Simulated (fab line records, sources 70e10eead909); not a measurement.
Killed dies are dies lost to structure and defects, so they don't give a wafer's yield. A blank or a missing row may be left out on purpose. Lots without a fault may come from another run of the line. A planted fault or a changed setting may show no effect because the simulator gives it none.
Which tool did it? | flow nand_harc | 22 lots, 66 wafers sampled, at 6 steps of a route of 1302

WHAT THE GAUGES READ, wafer by wafer
The record holds no reading of a measuring or inspecting step that can be judged against a usual standard deviation.

WHICH TOOL RAN EACH LOT (tool, then ch and the chambers of the sampled wafers, then the start)
lot  | NHARC_A_CHANNEL_FILL_D2_STRIP_29              | NHARC_A_STAIRCASE_TRIM_16                     | NHARC_A_STAIRCASE_ETCH_190                    | NHARC_A_STAIRCASE_ETCH_194                    | NHARC_A_STAIRCASE_ETCH_221                    | NHARC_A_STAIRCASE_STRIP_238
L074 | rie_diel-12 ch 0,1,2, day 16 03:10 or earlier | rie_diel-04 ch 1,2,3, day 16 03:10 or earlier | rie_diel-05 ch 0,2,3, day 16 03:10 or earlier | rie_diel-05 ch 0,2,3, day 16 03:10 or earlier | rie_diel-01 ch 0,1,3, day 16 03:10 or earlier | plasma_asher-01 ch 0,1, day 16 03:10
L075 | rie_diel-08 ch 0,2,3, day 16 03:34 or earlier | rie_diel-01 ch 1,3, day 16 03:34 or earlier   | rie_diel-05 ch 2,3, day 16 03:34 or earlier   | rie_diel-05 ch 2,3, day 16 03:34 or earlier   | rie_diel-01 ch 2,3, day 16 03:34 or earlier   | plasma_asher-02 ch 0,1, day 16 03:34
L076 | rie_diel-08 ch 1,2,3, day 16 06:47            | rie_diel-01 ch 0,1,3, day 17 02:39 or earlier | rie_diel-05 ch 0,3, day 17 02:39 or earlier   | rie_diel-05 ch 0,2,3, day 17 02:39 or earlier | rie_diel-04 ch 0,1,2, day 17 02:39 or earlier | plasma_asher-01 ch 0,1, day 17 02:39
L077 | rie_diel-12 ch 0,2,3, day 16 06:47            | rie_diel-05 ch 1,2,3, day 17 04:31 or earlier | rie_diel-04 ch 0,2,3, day 17 04:31 or earlier | rie_diel-04 ch 0,1,2, day 17 04:31 or earlier | rie_diel-04 ch 1,2,3, day 17 04:31 or earlier | plasma_asher-01 ch 0,1, day 17 04:31
L078 | rie_diel-12 ch 0,1,3, day 17 10:40 or earlier | rie_diel-04 ch 0,1,3, day 17 10:40 or earlier | rie_diel-05 ch 0,1,2, day 17 10:40 or earlier | rie_diel-05 ch 0,1,2, day 17 10:40 or earlier | rie_diel-01 ch 0,1,2, day 17 10:40 or earlier | plasma_asher-01 ch 0,1, day 17 10:40
L080 | rie_diel-08 ch 1,2,3, day 18 17:48 or earlier | rie_diel-04 ch 1,3, day 18 17:48 or earlier   | rie_diel-01 ch 1,3, day 18 17:48 or earlier   | rie_diel-01 ch 0,3, day 18 17:48 or earlier   | rie_diel-01 ch 2,3, day 18 17:48 or earlier   | plasma_asher-02 ch 0,1, day 18 17:48
L081 | rie_diel-12 ch 1,3, day 18 17:14 or earlier   | rie_diel-01 ch 0,1, day 18 17:14 or earlier   | rie_diel-01 ch 0,1,3, day 18 17:14 or earlier | rie_diel-01 ch 0,3, day 18 17:14 or earlier   | rie_diel-04 ch 1,2, day 18 17:14 or earlier   | plasma_asher-02 ch 0,1, day 18 17:14
L079 | rie_diel-12 ch 0,2,3, day 18 23:40 or earlier | rie_diel-05 ch 1,3, day 18 23:40 or earlier   | rie_diel-05 ch 1,2, day 18 23:40 or earlier   | rie_diel-05 ch 0,3, day 18 23:40 or earlier   | rie_diel-01 ch 0,1,3, day 18 23:40 or earlier | plasma_asher-01 ch 0,1, day 18 23:40
L083 | rie_diel-08 ch 0,2,3, day 20 02:45 or earlier | rie_diel-01 ch 1,2,3, day 20 02:45 or earlier | rie_diel-01 ch 2,3, day 20 02:45 or earlier   | rie_diel-01 ch 1,2,3, day 20 02:45 or earlier | rie_diel-04 ch 0,2,3, day 20 02:45 or earlier | plasma_asher-01 ch 0,1, day 20 02:45
L084 | rie_diel-08 ch 1,3, day 20 12:57 or earlier   | rie_diel-04 ch 0,1,2, day 20 12:57 or earlier | rie_diel-05 ch 0,2, day 20 12:57 or earlier   | rie_diel-05 ch 1,3, day 20 12:57 or earlier   | rie_diel-05 ch 1,2,3, day 20 12:57 or earlier | plasma_asher-02 ch 0,1, day 20 12:57
L085 | rie_diel-08 ch 0,2,3, day 20 12:43 or earlier | rie_diel-01 ch 0,1,3, day 20 12:43 or earlier | rie_diel-01 ch 1,2, day 20 12:43 or earlier   | rie_diel-01 ch 1,2, day 20 12:43 or earlier   | rie_diel-04 ch 0,1,3, day 20 12:43 or earlier | plasma_asher-02 ch 0,1, day 20 12:43
L086 | rie_diel-09 ch 0,2,3, day 20 03:26            | rie_diel-01 ch 1,2,3, day 20 22:53 or earlier | rie_diel-01 ch 2,3, day 20 22:53 or earlier   | rie_diel-01 ch 2,3, day 20 22:53 or earlier   | rie_diel-05 ch 0,1,2, day 20 22:53 or earlier | plasma_asher-01 ch 1, day 20 22:53
L089 | rie_diel-08 ch 1,2,3, day 21 23:52 or earlier | rie_diel-04 ch 0,1,3, day 21 23:52 or earlier | rie_diel-05 ch 2,3, day 21 23:52 or earlier   | rie_diel-05 ch 1,2, day 21 23:52 or earlier   | rie_diel-01 ch 0,1, day 21 23:52 or earlier   | plasma_asher-01 ch 0,1, day 21 23:52
L088 | rie_diel-12 ch 1,2,3, day 21 21:25 or earlier | rie_diel-01 ch 0,2,3, day 21 21:25 or earlier | rie_diel-01 ch 0,1,2, day 21 21:25 or earlier | rie_diel-01 ch 0,2,3, day 21 21:25 or earlier | rie_diel-04 ch 1,2,3, day 21 21:25 or earlier | plasma_asher-01 ch 0,1, day 21 21:25
L087 | rie_diel-12 ch 0,1,3, day 21 23:04 or earlier | rie_diel-01 ch 1,2, day 21 23:04 or earlier   | rie_diel-04 ch 0,1, day 21 23:04 or earlier   | rie_diel-04 ch 1,2,3, day 21 23:04 or earlier | rie_diel-01 ch 0,1,3, day 21 23:04 or earlier | plasma_asher-02 ch 0,1, day 21 23:04
L090 | rie_diel-12 ch 2,3, day 22 15:34 or earlier   | rie_diel-04 ch 0,1,2, day 22 15:34 or earlier | rie_diel-01 ch 0,2, day 22 15:34 or earlier   | rie_diel-01 ch 0,3, day 22 15:34 or earlier   | rie_diel-01 ch 0,2,3, day 22 15:34 or earlier | plasma_asher-02 ch 0,1, day 22 15:34
L091 | rie_diel-12 ch 0,2,3, day 23 04:32 or earlier | rie_diel-01 ch 0,1, day 23 04:32 or earlier   | rie_diel-05 ch 0,3, day 23 04:32 or earlier   | rie_diel-05 ch 0,2, day 23 04:32 or earlier   | rie_diel-04 ch 2,3, day 23 04:32 or earlier   | plasma_asher-02 ch 0,1, day 23 04:32
L093 | rie_diel-08 ch 0,3, day 23 21:30 or earlier   | rie_diel-01 ch 0,1,2, day 23 21:30 or earlier | rie_diel-05 ch 2,3, day 23 21:30 or earlier   | rie_diel-05 ch 1,2,3, day 23 21:30 or earlier | rie_diel-04 ch 2,3, day 23 21:30 or earlier   | plasma_asher-01 ch 0,1, day 23 21:30
L092 | rie_diel-08 ch 0,3, day 24 01:57 or earlier   | rie_diel-04 ch 2,3, day 24 01:57 or earlier   | rie_diel-01 ch 0,2,3, day 24 01:57 or earlier | rie_diel-01 ch 0,2,3, day 24 01:57 or earlier | rie_diel-04 ch 0,1, day 24 01:57 or earlier   | plasma_asher-02 ch 0,1, day 24 01:57
L094 | rie_diel-09 ch 1,2, day 24 10:05 or earlier   | rie_diel-04 ch 0,3, day 24 10:05 or earlier   | rie_diel-01 ch 0,1,3, day 24 10:05 or earlier | rie_diel-01 ch 0,2,3, day 24 10:05 or earlier | rie_diel-05 ch 0,1,2, day 24 10:05 or earlier | plasma_asher-01 ch 0, day 24 10:05
L096 | rie_diel-12 ch 0,1, day 25 12:16 or earlier   | rie_diel-04 ch 0,1,2, day 25 12:16 or earlier | rie_diel-05 ch 0,1,3, day 25 12:16 or earlier | rie_diel-05 ch 0,3, day 25 12:16 or earlier   | rie_diel-04 ch 0,1,2, day 25 12:16 or earlier | plasma_asher-02 ch 0,1, day 25 12:16
L097 | rie_diel-12 ch 1,2,3, day 25 22:19 or earlier | rie_diel-04 ch 1,2,3, day 25 22:19 or earlier | rie_diel-01 ch 0,3, day 25 22:19 or earlier   | rie_diel-01 ch 0,2, day 25 22:19 or earlier   | rie_diel-05 ch 0,1,2, day 25 22:19 or earlier | plasma_asher-02 ch 0,1, day 25 22:19
- NHARC_A_CHANNEL_FILL_D2_STRIP_29: strips in O2, time 20 s.
- NHARC_A_STAIRCASE_TRIM_16: chemistry O2, time 211.2 s.
- NHARC_A_STAIRCASE_ETCH_190: etches the open film in C4F8/O2, target depth 100 nm, time 40.5 s.
- NHARC_A_STAIRCASE_ETCH_194: etches the open film in C4F8/O2, target depth 100 nm, time 40.5 s.
- NHARC_A_STAIRCASE_ETCH_221: etches the open film in C4F8/O2, target depth 100 nm, time 40.5 s.
- NHARC_A_STAIRCASE_STRIP_238: strips in O2.

WHAT THE TOOLS THEMSELVES READ (means of the sampled wafers that have a number; where no wafer has one, the mark that the record gives instead)
NHARC_A_CHANNEL_FILL_D2_STRIP_29. Usual: chamber_pressure_mTorr 60.00 mTorr, standard deviation 0.057; drypump_motor_current_A 5.6 A, standard deviation 0.43; oes_product_au 0.995 a.u., standard deviation 0.0099; rf_vpp_V 57.8 V, standard deviation 0.91; showerhead_plenum_p_Torr 3.55 Torr, standard deviation 0.12; throttle_valve_pct 17.035 %, standard deviation 0.0086.
lot  | tool        | chamber_pressure_mTorr (mTorr) | drypump_motor_current_A (A) | oes_product_au (a.u.) | rf_vpp_V (V) | showerhead_plenum_p_Torr (Torr) | throttle_valve_pct (%) | flag
L074 | rie_diel-12 | 60.00                          | 5.4                         | 0.999                 | 57.7         | 3.48                            | 17.026                 |
L075 | rie_diel-08 | 59.97                          | 5.9                         | 0.982                 | 58.3         | 3.64                            | 17.032                 |
L076 | rie_diel-08 | 60.03                          | 5.8                         | 0.986                 | 58.1         | 3.54                            | 17.042                 |
L077 | rie_diel-12 | 59.99                          | 5.4                         | 0.996                 | 56.9         | 3.54                            | 17.034                 |
L078 | rie_diel-12 | 59.96                          | 5.5                         | 1.002                 | 57.4         | 3.57                            | 17.038                 |
L080 | rie_diel-08 | 60.08                          | 5.7                         | 0.994                 | 58.2         | 3.54                            | 17.032                 |
L081 | rie_diel-12 | 59.97                          | 5.5                         | 0.986                 | 57.8         | 3.61                            | 17.040                 |
L079 | rie_diel-12 | 60.02                          | 5.4                         | 1.000                 | 58.4         | 3.54                            | 17.035                 |
L083 | rie_diel-08 | 60.03                          | 6.0                         | 0.993                 | 57.6         | 3.64                            | 17.035                 |
L084 | rie_diel-08 | 59.95                          | 5.4                         | 0.992                 | 58.9         | 3.56                            | 17.036                 |
L085 | rie_diel-08 | 59.94                          | 6.0                         | 0.990                 | 58.1         | 3.64                            | 17.034                 |
L086 | rie_diel-09 | 60.03                          | 5.2                         | 1.002                 | 58.3         | 3.35                            | 17.035                 |
L089 | rie_diel-08 | 60.01                          | 5.8                         | 0.990                 | 57.9         | 3.54                            | 17.041                 |
L088 | rie_diel-12 | 60.01                          | 5.5                         | 0.996                 | 56.7         | 3.57                            | 17.035                 |
L087 | rie_diel-12 | 59.98                          | 5.5                         | 0.988                 | 58.6         | 3.57                            | 17.035                 |
L090 | rie_diel-12 | 59.97                          | 5.3                         | 0.995                 | 57.4         | 3.54                            | 17.038                 |
L091 | rie_diel-12 | 60.02                          | 5.4                         | 1.000                 | 57.8         | 3.54                            | 17.027                 |
L093 | rie_diel-08 | 59.97                          | 5.7                         | 0.989                 | 57.8         | 3.70                            | 17.028                 |
L092 | rie_diel-08 | 60.02                          | 5.7                         | 0.989                 | 57.2         | 3.70                            | 17.033                 |
L094 | rie_diel-09 | 60.00                          | 5.6                         | 0.997                 | 57.2         | 3.31                            | 17.031                 |
L096 | rie_diel-12 | 60.00                          | 5.5                         | 0.995                 | 58.0         | 3.48                            | 17.047                 |
L097 | rie_diel-12 | 60.04                          | 5.4                         | 0.998                 | 57.9         | 3.57                            | 17.037                 |

NHARC_A_STAIRCASE_TRIM_16. Usual: chamber_pressure_mTorr 59.99 mTorr, standard deviation 0.054; drypump_motor_current_A 6.0 A, standard deviation 0.52; oes_product_au 1.001 a.u., standard deviation 0.011; rf_vpp_V 57.7 V, standard deviation 0.96; showerhead_plenum_p_Torr 3.49 Torr, standard deviation 0.13; throttle_valve_pct 17.037 %, standard deviation 0.0085.
lot  | tool        | chamber_pressure_mTorr (mTorr) | drypump_motor_current_A (A) | oes_product_au (a.u.) | rf_vpp_V (V) | showerhead_plenum_p_Torr (Torr) | throttle_valve_pct (%) | flag
L074 | rie_diel-04 | 59.98                          | 5.8                         | 1.004                 | 57.7         | 3.44                            | 17.038                 |
L075 | rie_diel-01 | 60.00                          | 6.3                         | 1.000                 | 57.8         | 3.50                            | 17.034                 |
L076 | rie_diel-01 | 59.94                          | 6.3                         | 0.999                 | 56.6         | 3.44                            | 17.035                 |
L077 | rie_diel-05 | 59.93                          | 5.3                         | 1.007                 | 57.1         | 3.51                            | 17.025                 |
L078 | rie_diel-04 | 60.03                          | 5.9                         | 1.002                 | 57.4         | 3.57                            | 17.040                 |
L080 | rie_diel-04 | 59.97                          | 6.3                         | 0.990                 | 58.4         | 3.68                            | 17.034                 |
L081 | rie_diel-01 | 59.98                          | 6.5                         | 1.005                 | 57.6         | 3.39                            | 17.037                 |
L079 | rie_diel-05 | 59.99                          | 5.1                         | 0.992                 | 57.9         | 3.61                            | 17.033                 |
L083 | rie_diel-01 | 59.97                          | 6.2                         | 1.012                 | 58.6         | 3.48                            | 17.039                 |
L084 | rie_diel-04 | 60.00                          | 5.4                         | 0.998                 | 57.2         | 3.48                            | 17.044                 |
L085 | rie_diel-01 | 60.00                          | 6.4                         | 1.014                 | 57.1         | 3.43                            | 17.040                 |
L086 | rie_diel-01 | 60.01                          | 6.2                         | 1.011                 | 57.5         | 3.48                            | 17.040                 |
L089 | rie_diel-04 | 60.01                          | 5.9                         | 0.997                 | 57.2         | 3.55                            | 17.042                 |
L088 | rie_diel-01 | 59.97                          | 6.4                         | 1.006                 | 58.0         | 3.42                            | 17.038                 |
L087 | rie_diel-01 | 59.98                          | 6.2                         | 1.001                 | 57.7         | 3.47                            | 17.042                 |
L090 | rie_diel-04 | 59.99                          | 5.4                         | 0.995                 | 56.9         | 3.48                            | 17.035                 |
L091 | rie_diel-01 | 60.01                          | 6.5                         | 1.016                 | 57.8         | 3.37                            | 17.040                 |
L093 | rie_diel-01 | 60.01                          | 6.3                         | 1.005                 | 57.3         | 3.41                            | 17.036                 |
L092 | rie_diel-04 | 59.98                          | 5.7                         | 1.008                 | 58.4         | 3.63                            | 17.036                 |
L094 | rie_diel-04 | 59.98                          | 6.2                         | 0.991                 | 57.9         | 3.66                            | 17.034                 |
L096 | rie_diel-04 | 60.00                          | 5.4                         | 0.999                 | 58.3         | 3.47                            | 17.028                 |
L097 | rie_diel-04 | 59.99                          | 5.8                         | 1.007                 | 57.8         | 3.58                            | 17.031                 |

NHARC_A_STAIRCASE_ETCH_190. Usual: chamber_pressure_mTorr 24.995 mTorr, standard deviation 0.023; oes_product_au 0.941 a.u., standard deviation 0.012; rf_fwd_power_W 592 W, standard deviation 3.3; rf_vpp_V 893 V, standard deviation 4.6.
lot  | tool        | chamber_pressure_mTorr (mTorr) | oes_product_au (a.u.) | rf_fwd_power_W (W) | rf_vpp_V (V) | flag
L074 | rie_diel-05 | 25.012                         | 0.935                 | 591                | 893          |
L075 | rie_diel-05 | 24.992                         | 0.943                 | 592                | 895          |
L076 | rie_diel-05 | 24.981                         | 0.946                 | 589                | 893          |
L077 | rie_diel-04 | 24.992                         | 0.940                 | 593                | 899          |
L078 | rie_diel-05 | 24.995                         | 0.930                 | 590                | 891          |
L080 | rie_diel-01 | 25.017                         | 0.942                 | 593                | 894          |
L081 | rie_diel-01 | 25.003                         | 0.945                 | 591                | 893          |
L079 | rie_diel-05 | 25.015                         | 0.931                 | 591                | 892          |
L083 | rie_diel-01 | 24.997                         | 0.943                 | 594                | 895          |
L084 | rie_diel-05 | 24.985                         | 0.950                 | 587                | 887          |
L085 | rie_diel-01 | 24.984                         | 0.947                 | 594                | 894          |
L086 | rie_diel-01 | 25.003                         | 0.956                 | 593                | 894          |
L089 | rie_diel-05 | 24.995                         | 0.939                 | 595                | 895          |
L088 | rie_diel-01 | 24.994                         | 0.941                 | 592                | 892          |
L087 | rie_diel-04 | 24.994                         | 0.939                 | 588                | 892          |
L090 | rie_diel-01 | 24.993                         | 0.924                 | 591                | 892          |
L091 | rie_diel-05 | 24.975                         | 0.930                 | 587                | 892          |
L093 | rie_diel-05 | 24.990                         | 0.955                 | 591                | 890          |
L092 | rie_diel-01 | 24.997                         | 0.940                 | 595                | 891          |
L094 | rie_diel-01 | 25.018                         | 0.953                 | 591                | 891          |
L096 | rie_diel-05 | 24.975                         | 0.935                 | 592                | 895          |
L097 | rie_diel-01 | 25.004                         | 0.930                 | 590                | 890          |

NHARC_A_STAIRCASE_ETCH_194. Usual: chamber_pressure_mTorr 24.998 mTorr, standard deviation 0.024; oes_product_au 0.943 a.u., standard deviation 0.011; rf_fwd_power_W 591 W, standard deviation 3.1; rf_vpp_V 893 V, standard deviation 4.5.
lot  | tool        | chamber_pressure_mTorr (mTorr) | oes_product_au (a.u.) | rf_fwd_power_W (W) | rf_vpp_V (V) | flag
L074 | rie_diel-05 | 25.013                         | 0.946                 | 590                | 892          |
L075 | rie_diel-05 | 25.004                         | 0.950                 | 589                | 892          |
L076 | rie_diel-05 | 24.983                         | 0.946                 | 590                | 892          |
L077 | rie_diel-04 | 24.999                         | 0.949                 | 589                | 895          |
L078 | rie_diel-05 | 24.979                         | 0.939                 | 591                | 892          |
L080 | rie_diel-01 | 24.984                         | 0.942                 | 590                | 893          |
L081 | rie_diel-01 | 24.998                         | 0.939                 | 590                | 891          |
L079 | rie_diel-05 | 25.020                         | 0.932                 | 591                | 895          |
L083 | rie_diel-01 | 24.966                         | 0.955                 | 596                | 894          |
L084 | rie_diel-05 | 25.007                         | 0.941                 | 590                | 899          |
L085 | rie_diel-01 | 24.983                         | 0.956                 | 594                | 895          |
L086 | rie_diel-01 | 24.971                         | 0.957                 | 594                | 894          |
L089 | rie_diel-05 | 25.003                         | 0.952                 | 592                | 890          |
L088 | rie_diel-01 | 25.021                         | 0.947                 | 592                | 891          |
L087 | rie_diel-04 | 24.990                         | 0.942                 | 593                | 898          |
L090 | rie_diel-01 | 25.003                         | 0.948                 | 591                | 890          |
L091 | rie_diel-05 | 25.000                         | 0.947                 | 589                | 888          |
L093 | rie_diel-05 | 24.981                         | 0.928                 | 593                | 894          |
L092 | rie_diel-01 | 24.997                         | 0.938                 | 593                | 892          |
L094 | rie_diel-01 | 25.002                         | 0.953                 | 591                | 891          |
L096 | rie_diel-05 | 25.014                         | 0.928                 | 587                | 891          |
L097 | rie_diel-01 | 24.968                         | 0.924                 | 593                | 891          |

NHARC_A_STAIRCASE_ETCH_221. Usual: chamber_pressure_mTorr 24.999 mTorr, standard deviation 0.021; oes_product_au 0.944 a.u., standard deviation 0.017; rf_fwd_power_W 592 W, standard deviation 3.2; rf_vpp_V 895 V, standard deviation 5.
lot  | tool        | chamber_pressure_mTorr (mTorr) | oes_product_au (a.u.) | rf_fwd_power_W (W) | rf_vpp_V (V) | flag
L074 | rie_diel-01 | 24.990                         | 0.934                 | 590                | 893          |
L075 | rie_diel-01 | 25.017                         | 0.937                 | 593                | 894          |
L076 | rie_diel-04 | 25.005                         | 0.959                 | 590                | 896          |
L077 | rie_diel-04 | 25.000                         | 0.928                 | 591                | 898          |
L078 | rie_diel-01 | 25.004                         | 0.960                 | 592                | 893          |
L080 | rie_diel-01 | 25.018                         | 0.936                 | 593                | 894          |
L081 | rie_diel-04 | 24.985                         | 0.950                 | 587                | 894          |
L079 | rie_diel-01 | 24.983                         | 0.962                 | 592                | 893          |
L083 | rie_diel-04 | 24.984                         | 0.926                 | 593                | 899          |
L084 | rie_diel-05 | 24.991                         | 0.915                 | 592                | 895          |
L085 | rie_diel-04 | 24.990                         | 0.913                 | 589                | 896          |
L086 | rie_diel-05 | 25.020                         | 0.955                 | 588                | 891          |
L089 | rie_diel-01 | 25.003                         | 0.959                 | 591                | 891          |
L088 | rie_diel-04 | 24.993                         | 0.953                 | 590                | 898          |
L087 | rie_diel-01 | 24.985                         | 0.956                 | 591                | 892          |
L090 | rie_diel-01 | 25.007                         | 0.945                 | 596                | 891          |
L091 | rie_diel-04 | 24.977                         | 0.946                 | 596                | 902          |
L093 | rie_diel-04 | 24.989                         | 0.964                 | 592                | 900          |
L092 | rie_diel-04 | 24.991                         | 0.931                 | 591                | 892          |
L094 | rie_diel-05 | 25.010                         | 0.935                 | 589                | 891          |
L096 | rie_diel-04 | 25.008                         | 0.963                 | 591                | 894          |
L097 | rie_diel-05 | 25.012                         | 0.946                 | 587                | 897          |

NHARC_A_STAIRCASE_STRIP_238. Usual: drypump_motor_current_A 5.5 A, standard deviation 0.53; heater_power_w 346 W, standard deviation 16.
lot  | tool            | drypump_motor_current_A (A) | heater_power_w (W) | flag
L074 | plasma_asher-01 | 6.0                         | 359                |
L075 | plasma_asher-02 | 5.1                         | 352                |
L076 | plasma_asher-01 | 6.0                         | 357                |
L077 | plasma_asher-01 | 5.9                         | 346                |
L078 | plasma_asher-01 | 5.9                         | 350                |
L080 | plasma_asher-02 | 4.9                         | 348                |
L081 | plasma_asher-02 | 5.1                         | 353                |
L079 | plasma_asher-01 | 6.0                         | 360                |
L083 | plasma_asher-01 | 5.9                         | 350                |
L084 | plasma_asher-02 | 4.9                         | 333                |
L085 | plasma_asher-02 | 4.9                         | 339                |
L086 | plasma_asher-01 | 6.2                         | 370                |
L089 | plasma_asher-01 | 5.9                         | 343                |
L088 | plasma_asher-01 | 5.9                         | 350                |
L087 | plasma_asher-02 | 5.1                         | 339                |
L090 | plasma_asher-02 | 4.9                         | 338                |
L091 | plasma_asher-02 | 4.9                         | 336                |
L093 | plasma_asher-01 | 5.9                         | 332                |
L092 | plasma_asher-02 | 5.1                         | 339                |
L094 | plasma_asher-01 | 5.7                         | 326                |
L096 | plasma_asher-02 | 5.1                         | 337                |
L097 | plasma_asher-02 | 4.9                         | 340                |

THE ANSWER, worked out from the rows above alone
Rule: a lot is off if the mean of its wafers that have a number lies more than 3 standard deviations from the usual mean. A lot without any number at a reading at which 4 lots or more have one is off too. The other lots that the step has rows for count as sound. The gauges are gone through in route order, then the tools' own readings, and for those a lot's mean is taken as printed above. The first step at which some lot is off is used, and at that step the reading that is off furthest; a lot without a number counts as furthest.
No lot is off at any reading shown: from this, nothing can be told.

WHAT THE SIMULATOR HAD PUT IN
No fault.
